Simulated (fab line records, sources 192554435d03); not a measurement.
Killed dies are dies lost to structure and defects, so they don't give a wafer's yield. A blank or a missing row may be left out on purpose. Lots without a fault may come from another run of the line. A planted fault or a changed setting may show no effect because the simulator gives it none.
Problem report in the 8D (eight disciplines) form, filled by code | flow n5_finfet | the parts of the form that need people (team, actions taken, sign-off) are left out

1. THE PROBLEM
etch_rf_on_time_s at N5_BEOL_M4_ETCH_74 reads a mean of 9.24 s on 2 wafers of 2 lots; wafers without a fault read 5.20 s with a standard deviation of 0.093. That is +43 standard deviations from the usual mean.
The step: etches underlayer in N2/H2, target depth 6.5 nm, time 5.2 s.
First seen on wafer L878.1, day 11 02:25, on rie_diel-02. The record holds 18 wafers of 6 lots with a number at this step. Rule for "out", or "out of limits": more than 4 standard deviations from the usual mean. The other wafers with a number count as sound.

2. WHAT IT IS AND WHAT IT IS NOT
question                    | is                | is not
which readings at this step | etch_rf_on_time_s | drypump_motor_current_A, rf_vpp_V, showerhead_plenum_p_Torr, throttle_valve_pct
which lots                  | L878, L879        | L865, L868, L881, L887
which wafers of those lots  | L878.1, L879.2    | L878.2, L878.4, L879.1, L879.3
read on which tools         | rie_diel-02       | rie_diel-01, rie_diel-06
when                        | from day 11 02:25 | up to then (8 sound wafers); but 8 sound wafers of L879, L881, L887 came after

3. SUSPECTS, AND WHAT RULES EACH OUT
Counting: a tool at a process step up to the reading stays a suspect if it ran every lot that is out. Sound lots after the first of them don't rule it out here, since some wafers of a struck lot are sound.
- rie_diel-02 at N5_BEOL_M4_DESCUM_16 (chemistry O2, time 7 s): kept. It ran every lot that is out, first L878 (day 11 02:23); its last sound lot up to then is L868 (day 8 12:55).
- rie_diel-02 at N5_BEOL_M4_ETCH_74 (etches underlayer in N2/H2, target depth 6.5 nm, time 5.2 s): kept. It ran every lot that is out, first L878 (day 11 02:25); its last sound lot up to then is L868 (day 8 12:57). Its own readings are out on those wafers: etch_rf_on_time_s.
- Within rie_diel-02 at N5_BEOL_M4_DESCUM_16: the wafers that are out ran in chamber 0; their sound lot-mates ran in chambers 1, 2, 3.
- Within rie_diel-02 at N5_BEOL_M4_ETCH_74: the wafers that are out ran in chamber 0; their sound lot-mates ran in chambers 1, 2, 3.
Left after counting: rie_diel-02 at N5_BEOL_M4_DESCUM_16, rie_diel-02 at N5_BEOL_M4_ETCH_74.

4. THE CAUSE (what the simulator had put in)
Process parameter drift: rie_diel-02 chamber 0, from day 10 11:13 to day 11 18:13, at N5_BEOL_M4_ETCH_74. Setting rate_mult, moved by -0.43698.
Counting left 2 suspects, and this tool is among them.

5. THE CHAIN OF EFFECTS, in route order
Each row: a reading whose mean over the struck wafers that have a number lies more than 3 standard deviations from the usual. Only readings for which the record gives a usual standard deviation are gone through. hours: the time from each lot's start at the first step in this table that gives one to its start at this step, as a median over the lots. sigmas: the change in usual standard deviations.
hours | step               | reading           | usual     | on struck wafers | change | sigmas
0     | N5_BEOL_M4_ETCH_74 | etch_rf_on_time_s | 5.20 s    | 9.24             | +4.04  | +43
0     | N5_BEOL_M4_ETCH_74 | oes_product_au    | 0.70 a.u. | 0.53             | -0.17  | -3.3
The process steps in it:
- N5_BEOL_M4_ETCH_74: etches underlayer in N2/H2, target depth 6.5 nm, time 5.2 s.
Later measuring or inspecting steps at which every struck wafer that the step has a row for has a number for every such reading, and none has moved that far: N5_BEOL_M4_RC_MEAS_101.

6. WHAT WOULD HAVE CAUGHT IT SOONER
In this record the first reading out of limits was taken at day 11 02:25, 15 hours after the fault began at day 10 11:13.
